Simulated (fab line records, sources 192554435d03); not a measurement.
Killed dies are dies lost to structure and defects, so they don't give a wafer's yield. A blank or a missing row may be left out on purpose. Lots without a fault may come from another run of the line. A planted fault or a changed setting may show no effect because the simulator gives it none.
Which tool did it? | flow n5_finfet | 10 lots, 27 wafers sampled, at 6 steps of a route of 1938

WHAT THE GAUGES READ, wafer by wafer
N5_ZERO_LAYER_INSPECT_20: inspects for defects (darkfield). Usual: raw_defect_count 35, standard deviation 16.
lot  | measured    | on                | raw_defect_count | flag
L435 | day 3 01:15 | defect_inspect-02 | 32 36 18         |
L436 | day 3 07:25 | defect_inspect-02 | 29 26 15         |
L438 | day 3 19:25 | defect_inspect-01 | 28 26 36         |
L439 | day 4 02:02 | defect_inspect-01 | 22 55 26         |
L440 | day 4 07:23 | defect_inspect-01 | 35 68 66         |
L441 | day 4 13:16 | defect_inspect-02 | 39 39            |
L446 | day 5 19:18 | defect_inspect-02 | 28 35            |
L448 | day 6 07:20 | defect_inspect-02 | 26 34 29         |
L449 | day 6 13:16 | defect_inspect-01 | 10 47 16         |
L450 | day 6 19:22 | defect_inspect-02 | 66 11            |

N5_WELL_APT_CD_MEAS_25: target cd 200 nm. Usual: cd_nm 199.5 nm, standard deviation 1.9.
lot  | measured    | on        | cd_nm (nm)        | flag
L435 | day 3 02:41 | cd_sem-03 | 201.0 200.7 199.0 |
L436 | day 3 09:08 | cd_sem-02 | 197.9 199.7 198.5 |
L438 | day 3 20:58 | cd_sem-01 | 200.0 199.1 195.1 |
L439 | day 4 03:46 | cd_sem-01 | 197.8 195.7 193.4 |
L440 | day 4 08:49 | cd_sem-03 | 200.4 201.8 195.9 |
L441 | day 4 14:46 | cd_sem-03 | 202.0 193.0       |
L446 | day 5 21:52 | cd_sem-01 | 198.6 193.4       |
L448 | day 6 08:50 | cd_sem-01 | 202.1 202.2 203.5 |
L449 | day 6 15:00 | cd_sem-02 | 197.9 198.3 198.2 |
L450 | day 6 20:48 | cd_sem-01 | 196.9 201.2       |

N5_BEOL_M4_RC_MEAS_101. Usual: DIBL_N 36.3 mV/V, standard deviation 1.7; DIBL_P 36.5 mV/V, standard deviation 2.1; IOFF_N 0.16 nA/um, standard deviation 0.03; IOFF_P 0.22 nA/um, standard deviation 0.035; ION_N 675 uA/um, standard deviation 11; ION_P 465 uA/um, standard deviation 7.1; SS_N 71.5 mV/dec, standard deviation 0.62; SS_P 73.3 mV/dec, standard deviation 0.64; VT_N 250 mV, standard deviation 3.1; VT_P -249.1 mV, standard deviation 3.
lot  | measured     | on        | DIBL_N (mV/V)  | DIBL_P (mV/V)  | IOFF_N (nA/um) | IOFF_P (nA/um) | ION_N (uA/um) | ION_P (uA/um) | SS_N (mV/dec)  | SS_P (mV/dec)  | VT_N (mV)   | VT_P (mV)            | flag
L435 | day 9 08:04  | prober-02 | 33.9 38.6 34.7 | 33.5 38.1 34.7 | 0.11 0.20 0.13 | 0.17 0.24 0.20 | 670 680 672   | 470 465 466   | 70.8 70.9 69.8 | 73.3 73.7 72.4 | 255 249 253 | -255.4 -248.3 -250.2 |
L436 | day 9 10:03  | prober-02 | 35.2 37.0 37.0 | 31.7 34.8 34.8 | 0.13 0.16 0.15 | 0.17 0.20 0.20 | 671 685 662   | 459 467 460   | 71.0 71.5 71.9 | 72.1 72.7 72.6 | 253 249 251 | -252.1 -252.0 -250.5 |
L438 | day 10 03:26 | prober-02 | 38.1 35.9 36.9 | 36.5 34.8 36.1 | 0.17 0.14 0.15 | 0.23 0.20 0.22 | 684 675 661   | 472 468 462   | 71.6 70.9 71.7 | 73.5 72.3 73.3 | 248 250 252 | -248.6 -249.5 -247.4 |
L439 | day 10 07:47 | prober-01 | 35.4 35.8 35.8 | 36.4 37.6 35.5 | 0.16 0.18 0.15 | 0.21 0.23 0.19 | 660 679 666   | 460 467 454   | 71.6 70.7 71.8 | 73.4 73.8 73.0 | 248 245 247 | -251.2 -249.6 -251.7 |
L440 | day 10 10:26 | prober-02 | 36.7 33.5 35.0 | 35.8 32.1 34.4 | 0.16 0.10 0.13 | 0.22 0.16 0.19 | 686 656 678   | 469 457 463   | 71.6 70.9 71.0 | 73.4 72.8 73.4 | 250 256 251 | -249.1 -253.1 -250.4 |
L441 | day 13 12:17 | prober-01 | 34.9 37.6      | 35.6 40.2      | 0.14 0.21      | 0.19 0.27      | 670 699       | 457 474       | 72.2 72.7      | 73.0 73.6      | 252 243     | -250.3 -246.3        |
L446 | day 14 10:10 | prober-01 | 33.0 36.3      | 35.1 38.6      | 0.12 0.15      | 0.16 0.22      | 669 668       | 457 466       | 70.7 70.7      | 71.9 73.0      | 253 253     | -253.4 -248.7        |
L448 | day 13 15:39 | prober-02 | 37.7 37.1 35.4 | 38.0 36.4 35.3 | 0.17 0.16 0.13 | 0.21 0.19 0.18 | 679 667 665   | 457 447 458   | 72.3 72.0 71.1 | 73.4 72.9 73.0 | 250 253 252 | -251.3 -255.7 -252.1 |
L449 | day 13 20:59 | prober-01 | 38.4 36.6 37.4 | 36.9 34.3 36.5 | 0.19 0.15 0.18 | 0.25 0.21 0.24 | 681 674 694   | 468 468 474   | 72.3 71.7 71.3 | 73.4 73.4 73.3 | 246 248 246 | -245.4 -246.7 -247.4 |
L450 | day 14 15:30 | prober-01 | 36.0 37.3      | 35.6 36.9      | 0.14 0.16      | 0.19 0.21      | 664 685       | 456 462       | 71.3 71.8      | 72.3 73.2      | 251 250     | -252.3 -249.8        |

WHICH TOOL RAN EACH LOT (tool, then ch and the chambers of the sampled wafers, then the start)
lot  | N5_ZERO_LAYER_STRIP_24              | N5_WELL_APT_PEB_23               | N5_WELL_APT_DESCUM_30
L435 | plasma_asher-01 ch 0,1, day 3 00:53 | litho_track-01 ch 0, day 3 02:34 | rie_diel-01 ch 1,2,3, day 3 02:49
L436 | plasma_asher-01 ch 0,1, day 3 07:04 | litho_track-01 ch 0, day 3 09:01 | rie_diel-05 ch 1,2,3, day 3 09:14
L438 | plasma_asher-01 ch 0,1, day 3 19:03 | litho_track-01 ch 0, day 3 20:51 | rie_diel-05 ch 2,3, day 3 21:04
L439 | plasma_asher-01 ch 0,1, day 4 01:41 | litho_track-01 ch 0, day 4 03:39 | rie_diel-01 ch 2,3, day 4 04:04
L440 | plasma_asher-01 ch 1, day 4 07:01   | litho_track-01 ch 0, day 4 08:41 | rie_diel-01 ch 0,2,3, day 4 08:55
L441 | plasma_asher-02 ch 0,1, day 4 12:56 | litho_track-01 ch 0, day 4 14:38 | rie_diel-01 ch 2,3, day 4 14:52
L446 | plasma_asher-02 ch 0,1, day 5 18:58 | litho_track-01 ch 0, day 5 21:45 | rie_diel-06 ch 2,3, day 5 22:13
L448 | plasma_asher-01 ch 0,1, day 6 07:00 | litho_track-03 ch 0, day 6 08:43 | rie_diel-05 ch 0,1,3, day 6 08:55
L449 | plasma_asher-02 ch 0,1, day 6 12:54 | litho_track-03 ch 0, day 6 14:53 | rie_diel-05 ch 0,1,2, day 6 15:05
L450 | plasma_asher-01 ch 0,1, day 6 19:02 | litho_track-03 ch 0, day 6 20:41 | rie_diel-05 ch 0,1, day 6 20:58
- N5_ZERO_LAYER_STRIP_24: strips in O2.
- N5_WELL_APT_PEB_23: peb time 90 s.
- N5_WELL_APT_DESCUM_30: chemistry O2, time 7.9 s.

WHAT THE TOOLS THEMSELVES READ (means of the sampled wafers that have a number; where no wafer has one, the mark that the record gives instead)
N5_ZERO_LAYER_STRIP_24. Usual: drypump_motor_current_A 5.7 A, standard deviation 0.35; heater_power_w 352 W, standard deviation 36; oes_product_au 0.647 a.u., standard deviation 0.0049; strip_time_to_endpoint_s 43.87 s, standard deviation 0.11; temp_c 250.00 C, standard deviation 0.2.
lot  | tool            | drypump_motor_current_A (A) | heater_power_w (W) | oes_product_au (a.u.) | strip_time_to_endpoint_s (s) | temp_c (C) | flag
L435 | plasma_asher-01 | 5.9                         | 363                | 0.648                 | 43.99                        | 249.97     |
L436 | plasma_asher-01 | 5.8                         | 348                | 0.645                 | 43.95                        | 250.18     |
L438 | plasma_asher-01 | 5.9                         | 369                | 0.649                 | 43.86                        | 250.22     |
L439 | plasma_asher-01 | 5.8                         | 349                | 0.642                 | 43.72                        | 250.05     |
L440 | plasma_asher-01 | 5.6                         | 334                | 0.647                 | 43.84                        | 250.05     |
L441 | plasma_asher-02 | 5.4                         | 336                | 0.649                 | 43.76                        | 249.97     |
L446 | plasma_asher-02 | 5.4                         | 340                | 0.642                 | 43.98                        | 250.06     |
L448 | plasma_asher-01 | 5.9                         | 366                | 0.645                 | 43.89                        | 249.99     |
L449 | plasma_asher-02 | 5.3                         | 320                | 0.650                 | 43.86                        | 250.21     |
L450 | plasma_asher-01 | 5.8                         | 362                | 0.648                 | 43.98                        | 249.97     |

N5_WELL_APT_PEB_23. Usual: heater_power_total_W 172.6 W, standard deviation 0.73.
lot  | tool           | heater_power_total_W (W) | flag
L435 | litho_track-01 | 172.6                    |
L436 | litho_track-01 | 172.4                    |
L438 | litho_track-01 | 171.8                    |
L439 | litho_track-01 | 172.1                    |
L440 | litho_track-01 | 176.4                    | OFF
L441 | litho_track-01 | 177.9                    | OFF
L446 | litho_track-01 | 178.7                    | OFF
L448 | litho_track-03 | 172.6                    |
L449 | litho_track-03 | 172.6                    |
L450 | litho_track-03 | 172.3                    |

N5_WELL_APT_DESCUM_30. Usual: drypump_motor_current_A 5.7 A, standard deviation 0.41; oes_product_au 0.79 a.u., standard deviation 0.097; rf_vpp_V 243.2 V, standard deviation 1.3; showerhead_plenum_p_Torr 2.10 Torr, standard deviation 0.054; temp_c 40.00 C, standard deviation 0.11; throttle_valve_pct 20.41 %, standard deviation 0.19.
lot  | tool        | drypump_motor_current_A (A) | oes_product_au (a.u.) | rf_vpp_V (V) | showerhead_plenum_p_Torr (Torr) | temp_c (C) | throttle_valve_pct (%) | flag
L435 | rie_diel-01 | 5.8                         | 0.90                  | 243.0        | 2.10                            | 40.04      | 20.35                  |
L436 | rie_diel-05 | 6.2                         | 0.69                  | 242.4        | 2.08                            | 40.02      | 20.46                  |
L438 | rie_diel-05 | 6.3                         | 0.69                  | 243.3        | 2.13                            | 39.89      | 20.34                  |
L439 | rie_diel-01 | 5.8                         | 0.87                  | 243.6        | 2.09                            | 39.93      | 20.48                  |
L440 | rie_diel-01 | 5.7                         | 0.82                  | 243.1        | 2.11                            | 39.94      | 20.50                  |
L441 | rie_diel-01 | 5.8                         | 0.87                  | 242.1        | 2.08                            | 39.97      | 20.48                  |
L446 | rie_diel-06 | 5.1                         | 0.78                  | 244.7        | 2.10                            | 39.97      | 20.57                  |
L448 | rie_diel-05 | 6.0                         | 0.70                  | 242.4        | 2.05                            | 39.89      | 20.54                  |
L449 | rie_diel-05 | 5.9                         | 0.70                  | 242.2        | 2.08                            | 39.97      | 20.52                  |
L450 | rie_diel-05 | 5.8                         | 0.70                  | 241.6        | 2.04                            | 40.10      | 20.61                  |

THE ANSWER, worked out from the rows above alone
Rule: a lot is off if the mean of its wafers that have a number lies more than 3 standard deviations from the usual mean. A lot without any number at a reading at which 4 lots or more have one is off too. The other lots that the step has rows for count as sound. The gauges are gone through in route order, then the tools' own readings, and for those a lot's mean is taken as printed above. The first step at which some lot is off is used, and at that step the reading that is off furthest; a lot without a number counts as furthest.
Off: L440, L441, L446, at N5_WELL_APT_PEB_23 (heater_power_total_W).
A tool fits if, at that step or a process step before it, it ran every lot that is off, and no sound lot after the first of them. One fits: litho_track-01 at N5_WELL_APT_PEB_23. Its last sound lot is L439 (day 4 03:39), its first lot that is off L440 (day 4 08:41): a fault that began between those two fits.
The tool's own readings at N5_WELL_APT_PEB_23 bear it out: on the lots that are off they differ by more than 5 times the standard deviation of the sound lots' means. heater_power_total_W reads 177.7 W there against 172.3 W on the sound lots.

WHAT THE SIMULATOR HAD PUT IN
Process parameter drift: litho_track-01, from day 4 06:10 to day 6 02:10, at N5_WELL_APT_PEB_23. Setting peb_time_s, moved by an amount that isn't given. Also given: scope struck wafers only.
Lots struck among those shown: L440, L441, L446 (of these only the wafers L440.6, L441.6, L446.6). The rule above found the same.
